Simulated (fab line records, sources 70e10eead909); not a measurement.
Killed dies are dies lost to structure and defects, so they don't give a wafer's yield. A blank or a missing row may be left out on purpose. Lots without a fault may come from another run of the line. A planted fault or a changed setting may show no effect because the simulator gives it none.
Which tool did it? | flow nand_harc | 24 lots, 72 wafers sampled, at 5 steps of a route of 1302

WHAT THE GAUGES READ, wafer by wafer
NHARC_A_M0_INSPECT_11.
lot  | measured     | on                | raw_defect_count
L075 | day 22 18:59 | defect_inspect-01 | 27 16 23
L074 | day 22 20:05 | defect_inspect-02 | 91 105 102
L076 | day 24 01:25 | defect_inspect-02 | 77 75 65
L078 | day 24 04:40 | defect_inspect-01 | 114 134 123
L077 | day 24 10:28 | defect_inspect-01 | 69 68 75
L079 | day 24 20:53 | defect_inspect-01 | 92 84 64
L081 | day 25 21:02 | defect_inspect-01 | 98 94 78
L082 | day 25 22:22 | defect_inspect-01 | 119 120 138
L080 | day 26 00:24 | defect_inspect-02 | 59 64 78
L083 | day 26 13:59 | defect_inspect-02 | 47 42 41
L085 | day 27 17:37 | defect_inspect-01 | 79 61 72
L084 | day 28 11:48 | defect_inspect-02 | 137 152 146
L087 | day 28 12:52 | defect_inspect-01 | 35 30 36
L086 | day 28 13:51 | defect_inspect-02 | 123 121 108
L091 | day 29 02:50 | defect_inspect-02 | 76 70 81
L090 | day 29 10:13 | defect_inspect-01 | 102 114 102
L088 | day 29 15:39 | defect_inspect-02 | 51 63 55
L089 | day 30 03:16 | defect_inspect-01 | 67 56 72
L092 | day 30 06:59 | defect_inspect-02 | 106 125 123
L093 | day 31 03:05 | defect_inspect-01 | 38 36 28
L094 | day 31 05:56 | defect_inspect-01 | 131 137 125
L095 | day 31 14:31 | defect_inspect-02 | 80 66 66
L096 | day 32 01:36 | defect_inspect-02 | 136 153 124
L097 | day 32 15:53 | defect_inspect-01 | 29 25 30

NHARC_A_M0_INSPECT_27.
lot  | measured     | on                | raw_defect_count
L075 | day 22 21:32 | defect_inspect-01 | 621 466 526
L074 | day 22 22:38 | defect_inspect-02 | 456 378 476
L076 | day 24 03:57 | defect_inspect-01 | 419 464 632
L078 | day 24 07:13 | defect_inspect-01 | 528 601 654
L077 | day 24 13:05 | defect_inspect-02 | 577 534 514
L079 | day 24 23:31 | defect_inspect-02 | 482 505 398
L081 | day 25 23:35 | defect_inspect-02 | 438 481 428
L082 | day 26 00:56 | defect_inspect-01 | 690 624 812
L080 | day 26 02:58 | defect_inspect-02 | 441 362 409
L083 | day 26 16:29 | defect_inspect-02 | 486 544 382
L085 | day 27 20:12 | defect_inspect-02 | 510 478 465
L084 | day 28 14:42 | defect_inspect-01 | 726 836 663
L087 | day 28 15:27 | defect_inspect-02 | 648 761 535
L086 | day 28 16:25 | defect_inspect-01 | 489 444 685
L091 | day 29 05:22 | defect_inspect-02 | 487 512 389
L090 | day 29 13:10 | defect_inspect-02 | 688 758 900
L088 | day 29 18:13 | defect_inspect-02 | 605 605 580
L089 | day 30 05:53 | defect_inspect-01 | 448 466 457
L092 | day 30 09:32 | defect_inspect-02 | 626 413 443
L093 | day 31 05:38 | defect_inspect-01 | 415 527 539
L094 | day 31 08:29 | defect_inspect-01 | 561 422 575
L095 | day 31 17:03 | defect_inspect-02 | 554 606 381
L096 | day 32 04:19 | defect_inspect-01 | 588 562 674
L097 | day 32 18:26 | defect_inspect-02 | 454 385 523

NHARC_A_BONDPAD_OVL_MEAS_35.
lot  | measured     | on         | overlay_x_nm (nm) | overlay_y_nm (nm)
L075 | day 23 03:42 | overlay-02 | 4 3 4             | 15 14 14
L074 | day 23 04:48 | overlay-01 | -5 -5 -5          | -8 -8 -8
L076 | day 24 10:37 | overlay-02 | 1 1 0             | -3 -3 -3
L078 | day 24 14:10 | overlay-02 | -2 -2 -2          | -3 -3 -2
L077 | day 24 19:18 | overlay-01 | 4 4 4             | -4 -4 -4
L079 | day 25 06:14 | overlay-01 | 6 5 6             | 5 5 5
L081 | day 26 05:34 | overlay-02 | 13 13 13          | -10 -10 -10
L082 | day 26 07:19 | overlay-02 | 5 5 5             | -5 -5 -5
L080 | day 26 10:19 | overlay-01 | -3 -3 -2          | -8 -8 -8
L083 | day 26 22:33 | overlay-02 | -5 -5 -5          | -1 -1 -1
L085 | day 28 02:41 | overlay-01 | 12 11 12          | 7 7 7
L084 | day 28 20:55 | overlay-02 | 12 12 12          | 9 9 9
L087 | day 28 22:00 | overlay-01 | -4 -4 -4          | 1 1 1
L086 | day 28 23:08 | overlay-02 | 1 1 0             | 0 0 1
L091 | day 29 11:31 | overlay-02 | 5 5 5             | 4 3 3
L090 | day 29 19:25 | overlay-01 | -9 -9 -9          | -1 -2 -1
L088 | day 30 00:21 | overlay-01 | 5 5 5             | 2 2 4
L089 | day 30 12:19 | overlay-01 | 8 8 8             | -8 -8 -7
L092 | day 30 15:30 | overlay-02 | -5 -5 -5          | 5 5 5
L093 | day 31 11:41 | overlay-02 | 4 4 4             | 11 11 10
L094 | day 31 14:33 | overlay-01 | 3 3 3             | -1 -1 -1
L095 | day 31 23:20 | overlay-01 | 11 11 11          | -8 -8 -8
L096 | day 32 10:27 | overlay-02 | -3 -3 -2          | 7 7 6
L097 | day 33 00:28 | overlay-01 | 3 3 3             | -3 -3 -3

WHICH TOOL RAN EACH LOT (tool, then ch and the chambers of the sampled wafers, then the start)
lot  | NHARC_A_M0_DEGAS_28          | NHARC_A_M0_PVD_20
L075 | pvd_sputter-01, day 22 19:59 | pvd_sputter-01, day 22 21:32 or earlier
L074 | pvd_sputter-03, day 22 21:04 | pvd_sputter-03, day 22 22:38 or earlier
L076 | pvd_sputter-03, day 24 02:25 | pvd_sputter-03, day 24 03:57 or earlier
L078 | pvd_sputter-01, day 24 05:40 | pvd_sputter-01, day 24 07:13 or earlier
L077 | pvd_sputter-03, day 24 11:32 | pvd_sputter-03, day 24 13:05 or earlier
L079 | pvd_sputter-01, day 24 21:58 | pvd_sputter-01, day 24 23:31 or earlier
L081 | pvd_sputter-01, day 25 22:01 | pvd_sputter-01, day 25 23:35 or earlier
L082 | pvd_sputter-03, day 25 23:21 | pvd_sputter-03, day 26 00:56 or earlier
L080 | pvd_sputter-01, day 26 01:23 | pvd_sputter-01, day 26 02:58 or earlier
L083 | pvd_sputter-02, day 26 14:58 | pvd_sputter-02, day 26 16:29 or earlier
L085 | pvd_sputter-03, day 27 18:39 | pvd_sputter-03, day 27 20:12 or earlier
L084 | pvd_sputter-01, day 28 12:50 | pvd_sputter-01, day 28 14:42 or earlier
L087 | pvd_sputter-02, day 28 13:54 | pvd_sputter-02, day 28 15:27 or earlier
L086 | pvd_sputter-01, day 28 14:52 | pvd_sputter-01, day 28 16:25 or earlier
L091 | pvd_sputter-02, day 29 03:49 | pvd_sputter-02, day 29 05:22 or earlier
L090 | pvd_sputter-03, day 29 11:18 | pvd_sputter-03, day 29 13:10 or earlier
L088 | pvd_sputter-03, day 29 16:38 | pvd_sputter-03, day 29 18:13 or earlier
L089 | pvd_sputter-02, day 30 04:15 | pvd_sputter-02, day 30 05:53 or earlier
L092 | pvd_sputter-02, day 30 07:58 | pvd_sputter-02, day 30 09:32 or earlier
L093 | pvd_sputter-02, day 31 04:04 | pvd_sputter-02, day 31 05:38 or earlier
L094 | pvd_sputter-03, day 31 06:55 | pvd_sputter-03, day 31 08:29 or earlier
L095 | pvd_sputter-03, day 31 15:29 | pvd_sputter-03, day 31 17:03 or earlier
L096 | pvd_sputter-02, day 32 02:36 | pvd_sputter-02, day 32 04:19 or earlier
L097 | pvd_sputter-02, day 32 16:52 | pvd_sputter-02, day 32 18:26 or earlier
- NHARC_A_M0_DEGAS_28: time 60 s.
- NHARC_A_M0_PVD_20: deposits TaN, target thk 5 nm, time 8.06 s.

WHAT THE TOOLS THEMSELVES READ (means of the sampled wafers that have a number; where no wafer has one, the mark that the record gives instead)
NHARC_A_M0_DEGAS_28.
lot  | tool           | heater_power_w (W)
L075 | pvd_sputter-01 | 357
L074 | pvd_sputter-03 | 349
L076 | pvd_sputter-03 | 349
L078 | pvd_sputter-01 | 342
L077 | pvd_sputter-03 | 348
L079 | pvd_sputter-01 | 287
L081 | pvd_sputter-01 | 286
L082 | pvd_sputter-03 | 344
L080 | pvd_sputter-01 | 328
L083 | pvd_sputter-02 | 308
L085 | pvd_sputter-03 | 367
L084 | pvd_sputter-01 | 329
L087 | pvd_sputter-02 | 339
L086 | pvd_sputter-01 | 326
L091 | pvd_sputter-02 | 325
L090 | pvd_sputter-03 | 349
L088 | pvd_sputter-03 | 341
L089 | pvd_sputter-02 | 317
L092 | pvd_sputter-02 | 342
L093 | pvd_sputter-02 | 325
L094 | pvd_sputter-03 | 367
L095 | pvd_sputter-03 | 369
L096 | pvd_sputter-02 | 307
L097 | pvd_sputter-02 | 325

NHARC_A_M0_PVD_20.
lot  | tool           | throttle_valve_pct (%)
L075 | pvd_sputter-01 | 30.2
L074 | pvd_sputter-03 | 30.4
L076 | pvd_sputter-03 | 29.6
L078 | pvd_sputter-01 | 30.2
L077 | pvd_sputter-03 | 29.8
L079 | pvd_sputter-01 | 30.1
L081 | pvd_sputter-01 | 30.6
L082 | pvd_sputter-03 | 30.0
L080 | pvd_sputter-01 | 30.7
L083 | pvd_sputter-02 | 29.4
L085 | pvd_sputter-03 | 30.0
L084 | pvd_sputter-01 | 30.5
L087 | pvd_sputter-02 | 29.1
L086 | pvd_sputter-01 | 30.4
L091 | pvd_sputter-02 | 29.5
L090 | pvd_sputter-03 | 29.6
L088 | pvd_sputter-03 | 29.9
L089 | pvd_sputter-02 | 29.0
L092 | pvd_sputter-02 | 29.2
L093 | pvd_sputter-02 | 28.6
L094 | pvd_sputter-03 | 30.1
L095 | pvd_sputter-03 | 30.4
L096 | pvd_sputter-02 | 29.3
L097 | pvd_sputter-02 | 29.6

THE ANSWER, worked out from the rows above alone
Rule: what is usual is taken from the lots themselves. Put in order of their means at a reading, lots are off if they are a third of the lots or fewer, leave a main group of 4 or more, and stand apart from it by a gap of 3 or more times the standard deviation of the main group's means; of several such gaps the widest counts. A main group whose means are all the same, to the digits that the tables above print for the reading, isn't used. A lot without any number at a reading at which 4 lots or more have one is off too. The other lots that the step has rows for count as sound. The gauges are gone through in route order, then the tools' own readings, and for those a lot's mean is taken as printed above. The first step at which some lot is off is used, and at that step the reading that is off furthest; a lot without a number counts as furthest.
No lot is off at any reading shown: from this, nothing can be told.

WHAT THE SIMULATOR HAD PUT IN
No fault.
